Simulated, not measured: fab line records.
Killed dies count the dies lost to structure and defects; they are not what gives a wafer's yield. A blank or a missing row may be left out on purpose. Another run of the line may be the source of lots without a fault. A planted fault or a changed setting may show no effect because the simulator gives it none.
fab line records || flow n5_finfet
record: {"lots": 4, "wafers": 12, "last_day": 17}
route steps=1938 shown MOL_CONTACT_COAG@530 PASSIVATION@1936
lots that met no fault: taken from a fault-free run of the same line
start_h: start of the lot's first displayed wafer, in hours after the record's first day || wait_h: hours since the lot's step before || " the same as in the row above || L1.1+2: a single row standing in for several wafers || - no value, or no start given || * or withheld: withheld || < > ~ a bound
route shown NAME@n: NAME is a module with steps in the file, n the number in the route of the first one || usual: mean/standard deviation of fault-free wafers || same: alike in all rows || chamber/n: place in a boat || sites: per-site readings || _std_site: their standard deviation || _edge_site: the outer-site mean with the inner-site mean subtracted || radius_mm: for every site, how far away it sits from the centre of the wafer || mask NAME#n: copy n || behind: tool/chamber where the wafer was last shaped || hold: cause of the lot's hold/its duration in hours/its outcome || device: the n, p or np transistor that did not switch || end of line: tests of these same wafers at the route's end || a step with no rows: only its recipe || killed: count of dies lost to structure and defects at first sort (not the wafer's yield) || map: per-die view of a wafer (x killed, . not killed, _ where there is no die)
set.NAME: the setting as run; set.NAME@STEP: as run at that earlier step || model.NAME: the simulator's own value behind a step, which no gauge read
a table for each step, a row for each wafer; lots at some steps of the route
== steps ==
step: N5_MOL_CONTACT_COAG_ETCH_59
recipe: {"chemistry": "N2/H2", "target": "underlayer", "target_depth_a": 130, "mask_material": "CAR-EUV", "time_s": 10.4, "ion_energy_ev": 200, "pressure_mtorr": 30, "source_w": 840, "bias_w": 150, "n2_flow_sccm": 200, "h2_flow_sccm": 200, "ends": "cleared"}
step: N5_MOL_CONTACT_COAG_ETCH_105
recipe: {"chemistry": "CF4", "target": "SiARC", "target_depth_a": 156, "mask_material": "CAR-EUV", "time_s": 26, "ion_energy_ev": 80, "pressure_mtorr": 40, "source_w": 545, "bias_w": 36, "Ar_flow_sccm": 100, "cf4_flow_sccm": 100, "ends": "cleared"}
step: N5_MOL_CONTACT_COAG_ETCH_106
recipe: {"chemistry": "N2/H2", "target": "SOC", "target_depth_a": 800, "overetch_a": 160, "mask_material": "SiARC", "temp_c": 40, "time_s": 120, "ion_energy_ev": 200, "pressure_mtorr": 30, "source_w": 840, "bias_w": 150, "n2_flow_sccm": 200, "h2_flow_sccm": 200}
step: N5_MOL_CONTACT_COAG_STRIP_107
recipe: {"chemistry": "N2/H2", "temp_c": 40, "n2_flow_sccm": 200, "h2_flow_sccm": 200, "rf_frequency_hz": 6e+07}
step: N5_MOL_CONTACT_COAG_STRIP_108
recipe: {"chemistry": "N2/H2", "temp_c": 40, "n2_flow_sccm": 200, "h2_flow_sccm": 200, "rf_frequency_hz": 6e+07}
step: N5_MOL_CONTACT_COAG_CONTACT_ETCH_14
recipe: {"chemistry": "C4F6/O2", "target": "SiO2", "target_depth_a": 275, "overetch_a": 85, "mask_material": "SOC", "pressure_mtorr": 30, "source_w": 370, "bias_w": 185, "Ar_flow_sccm": 300, "C4F6_flow_sccm": 16, "O2_flow_sccm": 10, "time_s": 20, "ion_energy_ev": 259.6}
step: N5_MOL_CONTACT_COAG_STRIP_109
recipe: {"chemistry": "C4F6/O2", "resist": "SiARC", "rf_frequency_hz": 6e+07}
step: N5_MOL_CONTACT_COAG_ETCH_15
recipe: {"chemistry": "CH3F/O2", "target": "SiNx", "target_depth_a": 70, "mask_material": "SOC", "stop_on": "Si:P", "over_etch_frac": 0.75, "ion_energy_ev": 120, "pressure_mtorr": 30, "source_w": 395, "bias_w": 73, "Ar_flow_sccm": 150, "CH3F_flow_sccm": 30, "O2_flow_sccm": 20}
step: N5_MOL_CONTACT_COAG_ETCH_110
recipe: {"chemistry": "CF4/O2", "target": "Si", "target_depth_a": 25, "time_s": 8, "pressure_mtorr": 100, "source_w": 200, "bias_w": 12, "ion_energy_ev": 60, "Ar_flow_sccm": 100, "cf4_flow_sccm": 100, "O2_flow_sccm": 10}
step: N5_MOL_CONTACT_COAG_STRIP_98
recipe: {"chemistry": "N2/H2", "power_w": 500, "temp_c": 40, "pressure_mtorr": 50, "rf_frequency_hz": 6e+07, "overash_fraction": 0.3, "bias_power_w": 8, "h2_frac": 0.5, "n2_flow_sccm": 300, "h2_flow_sccm": 300}
step: N5_MOL_CONTACT_COAG_IMPLANT_129
recipe: {"species": "Ge", "energy_kev": 3, "dose_cm2": 6e+14, "tilt_deg": 0, "rotation_deg": 0}
step: N5_MOL_CONTACT_COAG_PRECLEAN_111
recipe: {"chemistry": "NF3:NH3", "afs_cycles": 1, "temp_c": 30, "time_s": 20, "sublimation_temp_c": 180, "sublimation_time_s": 60, "pressure_torr": 3, "rf_power_w": 30}
same: {"afs_cycles": 1}
{"lot.wafer": "L706.1+2+5", "tool": "remote_plasma-02", "chamber": 0, "start_h": 140.40, "wait_h": 0.6}
{"lot.wafer": "L708.1+5+6", "tool": "remote_plasma-02", "chamber": 0, "start_h": 147.57, "wait_h": 0.3}
{"lot.wafer": "L714.1+2+5", "tool": "remote_plasma-02", "chamber": 0, "start_h": 186.23, "wait_h": 0.2}
{"lot.wafer": "L716.2+5+6", "tool": "remote_plasma-02", "chamber": 1, "start_h": 198.52, "wait_h": 1.2}
step: N5_MOL_CONTACT_COAG_TI_SIL_19
recipe: {"material": "Ti", "target_thk_a": 42, "temp_c": 200, "chamber_pressure_pa": 5, "power_w": 5000, "time_s": 15}
step: N5_MOL_CONTACT_COAG_ALD_20
recipe: {"material": "TiN", "target_thk_a": 15, "temp_c": 400, "ald_precursor_family": "TiCl4", "ald_co_reactant": "NH3", "pulse_time_s": 1, "purge_time_s": 3, "co_reactant_purge_time_s": 2, "co_reactant_pulse_time_s": 2, "ald_cycles": 68, "pressure_torr": 3}
step: N5_MOL_CONTACT_COAG_SIL_ANNEAL_21
recipe: {"temp_c": 550, "time_s": 60, "ambient": "N2"}
step: N5_MOL_CONTACT_COAG_PRE_CLEAN_141
recipe: {"gas": "H2/He", "time_s": 60, "temp_c": 300}
step: N5_MOL_CONTACT_COAG_SPUTTER_143
recipe: {"material": "Co", "target_thk_a": 25, "temp_c": 25, "chamber_pressure_pa": 0.2}
step: N5_MOL_CONTACT_COAG_CO_FILL_22
recipe: {"material": "Co", "target_thk_a": 200, "temp_c": 200, "precursor": "CCTBA/H2", "pressure_torr": 30}
step: N5_MOL_CONTACT_COAG_ANNEAL_113
recipe: {"temp_c": 400, "time_s": 300, "ambient": "H2/N2"}
step: N5_MOL_CONTACT_COAG_PRE_CLEAN_142
recipe: {"gas": "H2/He", "time_s": 60, "temp_c": 300}
step: N5_MOL_CONTACT_COAG_SPUTTER_130
recipe: {"material": "Co", "target_thk_a": 475, "temp_c": 25, "chamber_pressure_pa": 0.5, "power_w": 3000}
step: N5_MOL_CONTACT_COAG_PRECLEAN_125
recipe: {"chemistry": "DIW", "time_s": 57.5, "temp_c": 23}
step: N5_MOL_CONTACT_COAG_SRD_126
recipe: {"dry_time_s": 32, "dry": "n2_spin", "spin_rpm": 1500}
step: N5_MOL_CONTACT_COAG_CMP_23
recipe: {"stop_on": "SiO2", "t_overpolish_s": 1.5, "post_cmp_clean": "cu_alkaline", "down_force_psi": 2, "platen_rpm": 50.289, "pad_velocity_m_s": 1.0006, "target_thk_nm": 0}
step: N5_MOL_CONTACT_COAG_WET_ETCH_26
recipe: {"target": "Co", "target_depth_nm": 13}
step: N5_MOL_CONTACT_COAG_WET_ETCH_116
recipe: {"chemistry": "SC1-inhibited", "target_depth_nm": 4.6, "dry": "ipa_marangoni", "rinse_time_s": 30, "rinse_temp_c": 23}
step: N5_MOL_CONTACT_COAG_ALD_27
recipe: {"material": "SiOC", "target_thk_a": 170, "temp_c": 400, "ald_precursor_family": "carbosiloxane", "ald_co_reactant": "H2-plasma", "pulse_time_s": 1.5, "time_s": 2720, "purge_time_s": 2, "co_reactant_purge_time_s": 2, "ald_cycles": 340, "pressure_torr": 2}
step: N5_MOL_CONTACT_COAG_CMP_28
recipe: {"stop_on": "SiNx", "t_overpolish_s": 0.85, "post_cmp_clean": "alkaline_brush", "down_force_psi": 4.15, "platen_rpm": 51.8, "pad_velocity_m_s": 1.0307, "target_thk_nm": 14.522}
step: N5_MOL_CONTACT_COAG_ALD_123
recipe: {"material": "SiNx", "target_thk_a": 50, "temp_c": 400, "ald_precursor_family": "SiH2I2", "ald_co_reactant": "N2/H2-plasma", "pulse_time_s": 1, "purge_time_s": 2, "co_reactant_purge_time_s": 2, "ald_cycles": 100, "pressure_torr": 2}
step: N5_MOL_CONTACT_COAG_PECVD_31
recipe: {"material": "SiO2", "target_thk_a": 460, "temp_c": 400, "precursor": "TEOS/O2", "pressure_torr": 6.5, "rf_w": "withheld", "teos_flow_sccm": "withheld", "gas": "O2", "flow_sccm": 2650, "time_s": 8.9}
step: N5_MOL_CONTACT_COAG_COAT_75
recipe: {"resist": "SOC", "temp_c": 250, "time_s": 60, "spin_rpm": 1500, "resist_thk_nm": 60}
step: N5_MOL_CONTACT_COAG_COAT_76
recipe: {"resist": "SiARC", "temp_c": 220, "time_s": 60, "spin_rpm": 1500, "resist_thk_nm": 10}
step: N5_MOL_CONTACT_COAG_COAT_77
recipe: {"resist": "underlayer", "temp_c": 205, "time_s": 60, "spin_rpm": 1500, "resist_thk_nm": 10}
step: N5_MOL_CONTACT_COAG_COAT_78
recipe: {"resist": "CAR-EUV", "spin_rpm": 1500, "resist_thk_nm": 40}
step: N5_MOL_CONTACT_COAG_EBR_80
recipe: {"solvent": "PGMEA", "ebr_width_mm": 1.5}
step: N5_MOL_CONTACT_COAG_SOFTBAKE_79
recipe: {"temp_c": 110, "time_s": 60, "resist": "CAR-EUV"}
step: N5_MOL_CONTACT_COAG_EXPOSE_81
recipe: {"mask_id": "VG", "na": 0.33, "source_shape": "annular", "sigma_inner": 0.3, "sigma_outer": 0.7, "polarization": "unpolarized", "defocus_nm": 0, "dose_mj": 59.5}
step: N5_MOL_CONTACT_COAG_PEB_82
recipe: {"peb_temp_c": 100, "peb_time_s": 60, "resist": "CAR-EUV"}
step: N5_PASSIVATION_PROBE_49
usual: {"defect_limited_yield": "91.1/1.5", "killed_at_M0_to_M3": "37/11", "killed_at_M4_up": "13/5.6", "killed_at_contacts": "12/5.6", "killed_at_front_end": "39/11", "killed_at_other": "4/3.1", "killed_dies": "105/18", "killed_open": "69/13", "killed_short": "35/7.4", "sort_bin_5_function": "5.1/0.92", "sort_bin_6_memory": "3.4/0.76", "sort_bin_8_speed": "0.02/0.11", "sort_n_pass": "1075/18", "sort_yield_pct": "91.1/1.5"}
same: {"gross_dies": 1180, "killed_at_back_side": 0, "sort_bin_4_leakage[%]": 0}
{"lot.wafer": "L706.1", "tool": "prober-02", "chamber": "-", "start_h": 324.41, "wait_h": 0.0, "defect_limited_yield[%]": 89.8, "killed_at_M0_to_M3": 49, "killed_at_M4_up": 17, "killed_at_contacts": 8, "killed_at_front_end": 40, "killed_at_other": 6, "killed_dies": 120, "killed_open": 81, "killed_short": 36, "sort_bin_5_function[%]": 6.0, "sort_bin_6_memory[%]": 4.0, "sort_bin_8_speed[%]": 0, "sort_n_pass": 1060, "sort_yield_pct[%]": 89.8}
{"lot.wafer": "L706.2", "tool": "prober-02", "chamber": "-", "start_h": 324.46, "wait_h": 0.1, "defect_limited_yield[%]": 90.5, "killed_at_M0_to_M3": 46, "killed_at_M4_up": 19, "killed_at_contacts": 7, "killed_at_front_end": 39, "killed_at_other": 1, "killed_dies": 112, "killed_open": 78, "killed_short": 34, "sort_bin_5_function[%]": 5.5, "sort_bin_6_memory[%]": 3.6, "sort_bin_8_speed[%]": 0, "sort_n_pass": 1068, "sort_yield_pct[%]": 90.5}
{"lot.wafer": "L706.5", "tool": "prober-02", "chamber": "-", "start_h": 324.61, "wait_h": 0.2, "defect_limited_yield[%]": 93.1, "killed_at_M0_to_M3": 19, "killed_at_M4_up": 8, "killed_at_contacts": 9, "killed_at_front_end": 42, "killed_at_other": 3, "killed_dies": 81, "killed_open": 45, "killed_short": 35, "sort_bin_5_function[%]": 3.3, "sort_bin_6_memory[%]": 3.1, "sort_bin_8_speed[%]": 0, "sort_n_pass": 1099, "sort_yield_pct[%]": 93.1}
{"lot.wafer": "L708.1", "tool": "prober-02", "chamber": "-", "start_h": 326.39, "wait_h": 0.0, "defect_limited_yield[%]": 88.7, "killed_at_M0_to_M3": 42, "killed_at_M4_up": 14, "killed_at_contacts": 13, "killed_at_front_end": 52, "killed_at_other": 12, "killed_dies": 133, "killed_open": 99, "killed_short": 34, "sort_bin_5_function[%]": 5.9, "sort_bin_6_memory[%]": 5.2, "sort_bin_8_speed[%]": 0, "sort_n_pass": 1047, "sort_yield_pct[%]": 88.7}
{"lot.wafer": "L708.5", "tool": "prober-02", "chamber": "-", "start_h": 326.59, "wait_h": 0.2, "defect_limited_yield[%]": 88.5, "killed_at_M0_to_M3": 48, "killed_at_M4_up": 17, "killed_at_contacts": 15, "killed_at_front_end": 44, "killed_at_other": 12, "killed_dies": 136, "killed_open": 93, "killed_short": 34, "sort_bin_5_function[%]": 6.1, "sort_bin_6_memory[%]": 4.6, "sort_bin_8_speed[%]": 0, "sort_n_pass": 1044, "sort_yield_pct[%]": 88.5}
{"lot.wafer": "L708.6", "tool": "prober-02", "chamber": "-", "start_h": 326.64, "wait_h": 0.3, "defect_limited_yield[%]": 90.3, "killed_at_M0_to_M3": 53, "killed_at_M4_up": 12, "killed_at_contacts": 15, "killed_at_front_end": 32, "killed_at_other": 2, "killed_dies": 114, "killed_open": 82, "killed_short": 31, "sort_bin_5_function[%]": 5.7, "sort_bin_6_memory[%]": 3.5, "sort_bin_8_speed[%]": 0, "sort_n_pass": 1066, "sort_yield_pct[%]": 90.3}
{"lot.wafer": "L714.1", "tool": "prober-02", "chamber": "-", "start_h": 390.19, "wait_h": 0.0, "defect_limited_yield[%]": 84.2, "killed_at_M0_to_M3": 28, "killed_at_M4_up": 6, "killed_at_contacts": 118, "killed_at_front_end": 31, "killed_at_other": 3, "killed_dies": 186, "killed_open": 51, "killed_short": 27, "sort_bin_5_function[%]": 10.6, "sort_bin_6_memory[%]": 3.4, "sort_bin_8_speed[%]": 0, "sort_n_pass": 994, "sort_yield_pct[%]": 84.2}
{"lot.wafer": "L714.2", "tool": "prober-02", "chamber": "-", "start_h": 390.24, "wait_h": 0.1, "defect_limited_yield[%]": 84.7, "killed_at_M0_to_M3": 33, "killed_at_M4_up": 22, "killed_at_contacts": 101, "killed_at_front_end": 23, "killed_at_other": 2, "killed_dies": 181, "killed_open": 54, "killed_short": 28, "sort_bin_5_function[%]": 10.3, "sort_bin_6_memory[%]": 3.8, "sort_bin_8_speed[%]": 0, "sort_n_pass": 999, "sort_yield_pct[%]": 84.7}
{"lot.wafer": "L714.5", "tool": "prober-02", "chamber": "-", "start_h": 390.39, "wait_h": 0.2, "defect_limited_yield[%]": 83.3, "killed_at_M0_to_M3": 36, "killed_at_M4_up": 8, "killed_at_contacts": 112, "killed_at_front_end": 41, "killed_at_other": 0, "killed_dies": 197, "killed_open": 65, "killed_short": 32, "sort_bin_5_function[%]": 10.9, "sort_bin_6_memory[%]": 4.1, "sort_bin_8_speed[%]": 0, "sort_n_pass": 983, "sort_yield_pct[%]": 83.3}
{"lot.wafer": "L716.2", "tool": "prober-02", "chamber": "-", "start_h": 410.08, "wait_h": 0.1, "defect_limited_yield[%]": 83.6, "killed_at_M0_to_M3": 27, "killed_at_M4_up": 17, "killed_at_contacts": 117, "killed_at_front_end": 30, "killed_at_other": 2, "killed_dies": 193, "killed_open": 61, "killed_short": 25, "sort_bin_5_function[%]": 10.5, "sort_bin_6_memory[%]": 5.0, "sort_bin_8_speed[%]": 0, "sort_n_pass": 987, "sort_yield_pct[%]": 83.6}
{"lot.wafer": "L716.5", "tool": "prober-02", "chamber": "-", "start_h": 410.23, "wait_h": 0.2, "defect_limited_yield[%]": 84.8, "killed_at_M0_to_M3": 21, "killed_at_M4_up": 10, "killed_at_contacts": 110, "killed_at_front_end": 34, "killed_at_other": 4, "killed_dies": 179, "killed_open": 54, "killed_short": 30, "sort_bin_5_function[%]": 9.2, "sort_bin_6_memory[%]": 5.2, "sort_bin_8_speed[%]": 0, "sort_n_pass": 1001, "sort_yield_pct[%]": 84.8}
{"lot.wafer": "L716.6", "tool": "prober-02", "chamber": "-", "start_h": 410.28, "wait_h": 0.3, "defect_limited_yield[%]": 83.8, "killed_at_M0_to_M3": 29, "killed_at_M4_up": 10, "killed_at_contacts": 109, "killed_at_front_end": 42, "killed_at_other": 1, "killed_dies": 191, "killed_open": 62, "killed_short": 31, "sort_bin_5_function[%]": 11.5, "sort_bin_6_memory[%]": 3.2, "sort_bin_8_speed[%]": 0.34, "sort_n_pass": 985, "sort_yield_pct[%]": 83.5}
killed by level:class
L706.1 BEOL_M0_SAQP:geometric_particle:short=20 STI_FIN_REVEAL:geometric_particle:open=11 BEOL_M0_SAQP:geometric_particle:open=11 MOL_CONTACT_COAG:geometric_particle:open=8 BEOL_M3:geometric_particle:open=8 BEOL_M4:geometric_particle:open=7 DUMMY_GATE:geometric_particle:open=5 BEOL_M1:geometric_particle:open=5
L706.2 STI_FIN_REVEAL:geometric_particle:open=18 BEOL_M0_SAQP:geometric_particle:open=17 BEOL_M0_SAQP:geometric_particle:short=15 BEOL_M4:geometric_particle:open=9 DUMMY_GATE:geometric_particle:open=5 BEOL_M3:geometric_particle:open=5 GATE_CUT:geometric_particle:open=4 MOL_CONTACT_COAG:geometric_particle:open=4
L706.5 STI_FIN_REVEAL:geometric_particle:open=9 MOL_CONTACT_COAG:geometric_particle:open=7 FIN_SAQP:geometric_particle:short=6 BEOL_M1:geometric_particle:open=5 STARTING-WAFER:geometric_particle:short=5 FIN_SAQP:geometric_particle:open=4 ILD0:geometric_particle:short=4 GATE_CUT:geometric_particle:open=3
L708.1 STI_FIN_REVEAL:geometric_particle:open=15 BEOL_M3:geometric_particle:open=13 MOL_CONTACT_COAG:geometric_particle:open=11 FIN_SAQP:geometric_particle:open=9 GATE_CUT:geometric_particle:short=8 BEOL_M4:geometric_particle:open=8 BEOL_M1:geometric_particle:open=7 BEOL_M2:geometric_particle:open=7
L708.5 BEOL_M3:geometric_particle:open=15 MOL_CONTACT_COAG:geometric_particle:open=13 STI_FIN_REVEAL:geometric_particle:open=11 BEOL_M2:geometric_particle:open=11 BEOL_M4:geometric_particle:open=9 HKMG_FIN:area_etch=9 BEOL_M0_SAQP:geometric_particle:short=6 BEOL_M0_SAQP:geometric_particle:open=6
L708.6 BEOL_M1:geometric_particle:open=14 BEOL_M3:geometric_particle:open=12 MOL_CONTACT_COAG:geometric_particle:open=11 BEOL_M0_SAQP:geometric_particle:open=9 FIN_SAQP:geometric_particle:open=6 STI_FIN_REVEAL:geometric_particle:open=6 BEOL_M0_SAQP:geometric_particle:short=6 MOL_CONTACT_COAG:geometric_particle:short=4
L714.1 MOL_CONTACT_COAG:unspecified=105 MOL_CONTACT_COAG:geometric_particle:open=9 FIN_SAQP:geometric_particle:open=7 STI_FIN_REVEAL:geometric_particle:open=6 BEOL_M0_SAQP:geometric_particle:open=6 FIN_SAQP:geometric_particle:short=5 BEOL_M0_SAQP:geometric_particle:short=5 BEOL_M2:geometric_particle:open=5
L714.2 MOL_CONTACT_COAG:unspecified=96 BEOL_M0_SAQP:geometric_particle:short=9 BEOL_M4:geometric_particle:open=7 BEOL_M0_SAQP:geometric_particle:open=6 BEOL_M5:geometric_particle:open=6 BEOL_M3:geometric_particle:open=5 BEOL_M0:geometric_particle:short=4 MOL_CONTACT_COAG:geometric_particle:open=4
L714.5 MOL_CONTACT_COAG:unspecified=98 BEOL_M2:geometric_particle:open=11 MOL_CONTACT_COAG:geometric_particle:open=10 STI_FIN_REVEAL:geometric_particle:open=9 BEOL_M3:geometric_particle:open=8 FIN_SAQP:geometric_particle:short=6 FIN_SAQP:geometric_particle:open=5 BEOL_M0_SAQP:geometric_particle:short=5
L716.2 MOL_CONTACT_COAG:unspecified=107 STI_FIN_REVEAL:geometric_particle:open=9 BEOL_M2:geometric_particle:open=7 BEOL_M4:geometric_particle:open=7 BEOL_M3:geometric_particle:open=6 MOL_CONTACT_COAG:geometric_particle:short=5 MOL_CONTACT_COAG:geometric_particle:open=5 FIN_SAQP:geometric_particle:open=4
L716.5 MOL_CONTACT_COAG:unspecified=95 MOL_CONTACT_COAG:geometric_particle:open=12 ILD0:geometric_particle:open=7 BEOL_M3:geometric_particle:open=7 FIN_SAQP:geometric_particle:short=5 BEOL_M4:geometric_particle:open=5 GATE_CUT:geometric_particle:short=4 BEOL_M1:geometric_particle:short=4
L716.6 MOL_CONTACT_COAG:unspecified=97 MOL_CONTACT_COAG:geometric_particle:open=12 BEOL_M3:geometric_particle:open=11 STI_FIN_REVEAL:geometric_particle:open=9 BEOL_M2:geometric_particle:open=7 BEOL_M4:geometric_particle:open=6 BEOL_M3:geometric_particle:short=6 STARTING-WAFER:geometric_particle:short=5
map L714.5 (x killed, . not)
_________________..x...x.....________________
______________.....x............_____________
___________...xxxx.x..x............__________
__________.x.xxxxxx.xxx...x........._________
________..xxxxxxxxxxxx.x.............._______
_______..xx.xxxxxxxxxxx.....x.x.x..x...______
______x.x....xxxxxxxxxxx....xx.........._____
_____.x......xxxxxxxxxxxx....xx..........____
____.......x.xxxxxxxx.xx........x.......x.___
___..........xxxxxxxxxx.x..............x...__
___..........xxxxxxxxxx....................__
__...x......x.....xxx..xx.x................x_
__.......x.xx....xx..........x........x....._
_..........x....x.....................x......
_.....x.......................x.....x......x.
_.....x...x...x.....x............xx.......x..
_x............xx..................x.......xx.
_................x.............x.x...........
_......................x................x....
_.............xx.x.............x..x..x....x..
_......................x.....................
__x.................x......................._
__....x........................x............_
___......................x.................__
___..........x...x...x.....x....x......x...__
____............x.........xx..........x...___
_____....................................____
______.....................x............_____
_______.....x...........x.......x.x....______
________.....x.......x.x.x....x.x....._______
__________.........................._________
___________..x.x..x..x......x......__________
______________..x.......x......._____________
_________________............________________
map L716.2 (x killed, . not)
_________________....x..x....________________
______________...........x......_____________
___________.....x........x......x..__________
__________...................x......_________
________.xx..........x..xxx..........._______
_______x..x..x..........x.xxx.xx.......______
______..x....x.......xx.xxx.xx.x...x...._____
_____..........x.....xxxxxxxxxxxxx.......____
____...x.....x....x.....xxxxxxxxxxx......x___
___....................xxxxxxxxxx..x.......__
___x....x........x....xxxxxxxxxxx........x.__
__...........x........xxxxxxxxxxxxx.x......._
__....................xxxxxxxxxxx.x.x......._
_.x.....x...........x..xxxxxxx.xx.x..........
_xx...xx................xxxxxxxx..........x..
_................x.....x.xx.xx.xx............
_.................x......x...x...............
_.................x..........................
_...x...................x....x.....x.........
_x........x.................................x
_............................................
__.x....x...................x..........x...._
__.................x........................_
___x...........x......x......x...x.........__
___........x..x...xx...........x.......x..x__
____.x....................................___
_____...x......x....x.............x.x....____
______..............x......x..x........._____
_______.....................x.x....x...______
________............x................._______
__________.........................._________
___________..x.....................__________
______________.................x_____________
_________________............________________
== key ==
first_sign: {"step": "N5_PASSIVATION_PROBE_49", "reading": "killed_at_contacts", "direction": "up", "sigmas": 18, "usual": 12, "struck": 111}
effect: {"step": "N5_PASSIVATION_PROBE_49", "reading": "killed_dies", "direction": "up", "sigmas": 4.7, "usual": 105, "struck": 188}
more_kills_born_at: {"N5_MOL_CONTACT_COAG_PRECLEAN_111@remote_plasma-02": 598}
met_at N5_MOL_CONTACT_COAG_PRECLEAN_111
struck_wafers L714.1,L714.2,L714.5,L716.2,L716.5,L716.6
onset_between 147.57 186.23
also_fits time
fault: {"kind": "chamber_particle_source", "tool": "remote_plasma-02", "chamber": "-", "onset_h": 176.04, "steps": "N5_MOL_CONTACT_COAG_PRECLEAN_111", "rate_per_visit_cm2": 0.43819, "end_h": 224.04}
